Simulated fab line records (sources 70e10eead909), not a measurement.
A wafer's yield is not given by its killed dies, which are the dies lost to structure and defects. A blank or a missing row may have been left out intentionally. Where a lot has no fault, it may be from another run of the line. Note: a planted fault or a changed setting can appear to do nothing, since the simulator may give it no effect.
Matching of chambers -- flow nand_harc -- 4 sister chambers for NHARC_A_CHANNEL_FILL_D2_CMP_10 on cmp-04
The step polishes, target thk 150 nm. 4 wafers are shown with their chamber, then 7 later ones without.

## WAFERS WITH THEIR CHAMBER
wafer,chamber,motor_current_A (A)
L079.1,0,10.1
L081.2,2,12.5
L083.2,3,12.2
L083.3,1,12.4

## WAFERS WITHOUT THEIR CHAMBER
wafer,motor_current_A (A)
L083.6,12.2
L087.2,12.4
L087.3,10.2
L087.4,12.2
L095.4,10.7
L095.5,11.5
L095.6,12.3

## WHICH CHAMBER EACH WENT THROUGH
wafer,from the rows above,in truth
L083.6,can't be placed: 3 or 1 or 2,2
L087.2,can't be placed: 1 or 2 or 3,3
L087.3,0,0
L087.4,can't be placed: 3 or 1 or 2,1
L095.4,0,0
L095.5,can't be placed: 3 or 1 or 2 or 0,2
L095.6,can't be placed: 1 or 3 or 2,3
Correctly placed: 2 of 7. Unplaceable from these rows: 5, with the true chamber sitting among the candidates in 5. Wrongly placed: 0.
How it was worked out, from the rows above alone: a wafer's distance from a chamber is the root of the sum, over the readings, of the square of ((its reading less the chamber's mean) divided by the reading's scatter). The wafer belongs to the nearest chamber; if the next one is less than 2 further off, it can't be placed. Each chamber's mean is taken over the wafers shown for it. The scatter: root of mean squared gap, hidden wafer to nearest shown wafer, with one shown wafer a chamber.
